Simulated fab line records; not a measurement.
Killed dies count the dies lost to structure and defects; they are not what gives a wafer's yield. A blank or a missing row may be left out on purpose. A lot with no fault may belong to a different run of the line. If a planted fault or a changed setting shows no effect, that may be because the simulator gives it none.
Chamber matching :: flow n5Finfet :: N5_BEOL_M12_ETCH_67 on rieDiel-04: 4 sister chambers
The step etches SiARC in CF4, target depth 143 nm, time 238.3 s. 14 wafers are shown with their chamber, then 7 later ones without.

WAFERS, EACH WITH ITS CHAMBER
wafer: L082.1
chamber: 0
drypumpMotorCurrentA (A): 5.0
showerheadPlenumPTorr (Torr): 2.07
throttleValvePct (%): 15.79

wafer: L082.5
chamber: 0
drypumpMotorCurrentA (A): 5.0
showerheadPlenumPTorr (Torr): 2.07
throttleValvePct (%): 15.78

wafer: L082.6
chamber: 1
drypumpMotorCurrentA (A): 5.8
showerheadPlenumPTorr (Torr): 2.20
throttleValvePct (%): 15.19

wafer: L088.1
chamber: 0
drypumpMotorCurrentA (A): 5.0
showerheadPlenumPTorr (Torr): 2.07
throttleValvePct (%): 15.80

wafer: L088.2
chamber: 1
drypumpMotorCurrentA (A): 5.8
showerheadPlenumPTorr (Torr): 2.20
throttleValvePct (%): 15.20

wafer: L088.5
chamber: 0
drypumpMotorCurrentA (A): 4.9
showerheadPlenumPTorr (Torr): 2.07
throttleValvePct (%): 15.79

wafer: L084.1
chamber: 3
drypumpMotorCurrentA (A): 6.3
showerheadPlenumPTorr (Torr): 2.14
throttleValvePct (%): 15.37

wafer: L084.2
chamber: 1
drypumpMotorCurrentA (A): 5.8
showerheadPlenumPTorr (Torr): 2.19
throttleValvePct (%): 15.22

wafer: L084.3
chamber: 2
drypumpMotorCurrentA (A): 6.2
showerheadPlenumPTorr (Torr): 2.23
throttleValvePct (%): 15.70

wafer: L089.1
chamber: 0
drypumpMotorCurrentA (A): 5.0
showerheadPlenumPTorr (Torr): 2.07
throttleValvePct (%): 15.83

wafer: L089.4
chamber: 2
drypumpMotorCurrentA (A): 6.3
showerheadPlenumPTorr (Torr): 2.23
throttleValvePct (%): 15.71

wafer: L089.6
chamber: 0
drypumpMotorCurrentA (A): 5.0
showerheadPlenumPTorr (Torr): 2.07
throttleValvePct (%): 15.81

wafer: L090.1
chamber: 2
drypumpMotorCurrentA (A): 6.3
showerheadPlenumPTorr (Torr): 2.22
throttleValvePct (%): 15.73

wafer: L090.2
chamber: 0
drypumpMotorCurrentA (A): 5.0
showerheadPlenumPTorr (Torr): 2.07
throttleValvePct (%): 15.80

SIGNATURES (means of the wafers above)
reading: drypumpMotorCurrentA
chamber 0: 4.986
chamber 1: 5.800
chamber 2: 6.267
chamber 3: 6.300
scatter within a chamber: 0.039

reading: showerheadPlenumPTorr
chamber 0: 2.0700
chamber 1: 2.1967
chamber 2: 2.2267
chamber 3: 2.1400
scatter within a chamber: 0.00365

reading: throttleValvePct
chamber 0: 15.8000
chamber 1: 15.2033
chamber 2: 15.7133
chamber 3: 15.3700
scatter within a chamber: 0.0159
Rule: for a wafer and a chamber, the distance is found by dividing, reading by reading, the gap between the wafer's reading and the chamber's mean by the reading's scatter, squaring, summing and taking the root. If the next closest chamber is less than 2 further off than the closest, the wafer can't be placed; otherwise it belongs to the closest. The scatter: take each reading less its chamber's mean, square it, sum over the shown wafers, divide by the number of wafers less the number of chambers, and take the root.

WAFERS WITHOUT THEIR CHAMBER
wafer: L090.3
drypumpMotorCurrentA (A): 5.8
showerheadPlenumPTorr (Torr): 2.19
throttleValvePct (%): 15.23

wafer: L094.1
drypumpMotorCurrentA (A): 6.3
showerheadPlenumPTorr (Torr): 2.14
throttleValvePct (%): 15.42

wafer: L094.2
drypumpMotorCurrentA (A): 4.9
showerheadPlenumPTorr (Torr): 2.07
throttleValvePct (%): 15.83

wafer: L094.5
drypumpMotorCurrentA (A): 6.3
showerheadPlenumPTorr (Torr): 2.22
throttleValvePct (%): 15.74

wafer: L093.3
drypumpMotorCurrentA (A): 5.0
showerheadPlenumPTorr (Torr): 2.07
throttleValvePct (%): 15.82

wafer: L093.4
drypumpMotorCurrentA (A): 5.8
showerheadPlenumPTorr (Torr): 2.19
throttleValvePct (%): 15.24

wafer: L093.5
drypumpMotorCurrentA (A): 5.0
showerheadPlenumPTorr (Torr): 2.07
throttleValvePct (%): 15.84

THE CHAMBER EACH PASSED THROUGH
wafer: L090.3
from the rows above: 1
in truth: 1

wafer: L094.1
from the rows above: 3
in truth: 3

wafer: L094.2
from the rows above: 0
in truth: 0

wafer: L094.5
from the rows above: 2
in truth: 2

wafer: L093.3
from the rows above: 0
in truth: 0

wafer: L093.4
from the rows above: 1
in truth: 1

wafer: L093.5
from the rows above: 0
in truth: 0
Placed correctly: 7 of 7. Can't be placed from these rows: 0. Wrongly placed: 0.
